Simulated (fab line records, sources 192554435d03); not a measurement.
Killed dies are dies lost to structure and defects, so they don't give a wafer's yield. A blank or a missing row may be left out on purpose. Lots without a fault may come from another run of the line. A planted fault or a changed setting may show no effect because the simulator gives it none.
A struck lot beside a sound one | flow n5_finfet | 14 steps out of a route of 1938
Sound: wafers L126.1, L126.5, L126.6. Struck: wafer L142.3. (L142.2, L142.6 of the same lot were not struck and are left out.) The cause comes at the end.
At each step with rows: each side's tool, then ch and its chambers, then its first start. Under that, the readings that differ: sound wafers | struck wafers | difference of the means | sigmas: that difference in standard deviations of wafers without a fault.
alike: readings whose means differ by less than 2 such deviations, and words and numbers that are the same on both sides. not compared: withheld readings, readings that some wafer has no value for, bounds like >300 that may hide the same value, and numbers for which the record gives no deviation and whose values overlap.
The two part at a step that has a row with sigmas, a row that says differs or no value, or rows on one side only. Numbers that don't overlap but have no deviation are shown without sigmas and don't part them. A reading that every wafer of one side lacks parts them only if that side has two wafers or more.

N5_BEOL_M9_OVL_MEAS_29:
  sound on overlay-01 ch 0, day 11 03:06; struck on overlay-02 ch 0, day 14 14:35
  alike: V8_OVL
N5_BEOL_M9_INSPECT_30: inspects for defects (brightfield).
  sound on defect_inspect-02, day 11 03:09; struck on defect_inspect-01, day 14 14:39
  alike: raw_defect_count
then, 1 step without rows for these wafers: N5_BEOL_M9_DESCUM_33 (chemistry O2, time 7 s).
N5_BEOL_M9_ETCH_76: etches underlayer in N2/H2, target depth 6.5 nm, time 5.2 s.
  sound on rie_diel-05 ch 0,1, day 11 03:17; struck on rie_diel-04 ch 2, day 14 14:49
  reading               | sound          | struck | difference | sigmas
  etch_rf_on_time_s (s) | 5.49 5.48 5.23 | 5.07   | -0.33      | -2
  alike: drypump_motor_current_A, h2_flow_sccm, oes_product_au, rf_vpp_V, showerhead_plenum_p_Torr, throttle_valve_pct
  not compared: rf_hours_counter_h
then, 1 step without rows for these wafers: N5_BEOL_M9_ETCH_65 (etches SiARC in CF4, target depth 15.6 nm, time 26 s).
N5_BEOL_M9_ETCH_66: etches SOC in N2/H2, target depth 80 nm, overetch 16 nm, time 120 s.
  sound on rie_diel-05 ch 0,1, day 11 03:20; struck on rie_diel-04 ch 2, day 14 14:51
  reading                     | sound       | struck | difference | sigmas
  drypump_motor_current_A (A) | 5.6 5.5 6.5 | 4.9    | -1.0       | -2
  alike: h2_flow_sccm, oes_product_au, rf_vpp_V, showerhead_plenum_p_Torr, throttle_valve_pct
  not compared: rf_hours_counter_h
then, 2 steps without rows for these wafers: N5_BEOL_M9_STRIP_69 (strips in N2/H2); N5_BEOL_M9_STRIP_77 (strips in N2/H2).
N5_BEOL_M9_VIA_ETCH_34: etches SiCOH lowk in C4F6/O2, target depth 182.4 nm, time 68.4 s.
  sound on rie_diel-05 ch 0,1, day 11 03:26; struck on rie_diel-04 ch 2, day 14 14:57
  reading                     | sound       | struck | difference | sigmas
  drypump_motor_current_A (A) | 5.5 5.5 6.5 | 4.9    | -0.9       | -2
  alike: C4F6_flow_sccm, oes_ar_750_au, oes_product_au, rf_vpp_V, showerhead_plenum_p_Torr, throttle_valve_pct
  not compared: rf_hours_counter_h
then, 2 steps without rows for these wafers: N5_BEOL_M9_STRIP_73 (strips in C4F6/O2); N5_BEOL_M9_STRIP_36 (strips in N2/H2).
N5_BEOL_M9_TRENCH_ETCH_37: etches SiCOH lowk in C4F6/O2, target depth 151.43 nm, time 49 s.
  sound on rie_diel-05 ch 0,1; struck on rie_diel-04 ch 2
  reading                     | sound       | struck | difference | sigmas
  drypump_motor_current_A (A) | 5.5 5.5 6.5 | 4.9    | -0.9       | -2
  alike: C4F6_flow_sccm, oes_ar_750_au, oes_product_au, rf_vpp_V, showerhead_plenum_p_Torr, throttle_valve_pct
  not compared: rf_hours_counter_h
N5_BEOL_M9_ETCH_41: etches SiCN in CH3F/O2, target depth 36.6 nm, time 70.1 s.
  sound on rie_diel-05 ch 0,1, day 11 03:34; struck on rie_diel-04 ch 2, day 14 15:06
  reading                     | sound             | struck | difference | sigmas
  drypump_motor_current_A (A) | 5.5 5.5 6.5       | 4.9    | -0.9       | -2
  oes_product_au (a.u.)       | 0.67 0.67 0.70    | 0.99   | +0.31      | +3
  model.etch.depth_nm (nm)    | 25.63 25.46 26.22 | 39.16  | +13.39     |
  alike: rf_vpp_V, showerhead_plenum_p_Torr, throttle_valve_pct
  not compared: rf_hours_counter_h
N5_BEOL_M9_STRIP_80: strips in N2/H2, time 10 s.
  sound on rie_diel-05 ch 0,1; struck on rie_diel-04 ch 2
  reading                     | sound       | struck | difference | sigmas
  drypump_motor_current_A (A) | 5.6 5.5 6.5 | 4.9    | -1.0       | -2
  alike: bias_power_w, h2_flow_sccm, oes_product_au, rf_vpp_V, showerhead_plenum_p_Torr, throttle_valve_pct
  not compared: rf_hours_counter_h

WHERE THEY PART
First at N5_BEOL_M9_ETCH_76; last, within this record, at N5_BEOL_M9_STRIP_80.

WHY: what the simulator had put in
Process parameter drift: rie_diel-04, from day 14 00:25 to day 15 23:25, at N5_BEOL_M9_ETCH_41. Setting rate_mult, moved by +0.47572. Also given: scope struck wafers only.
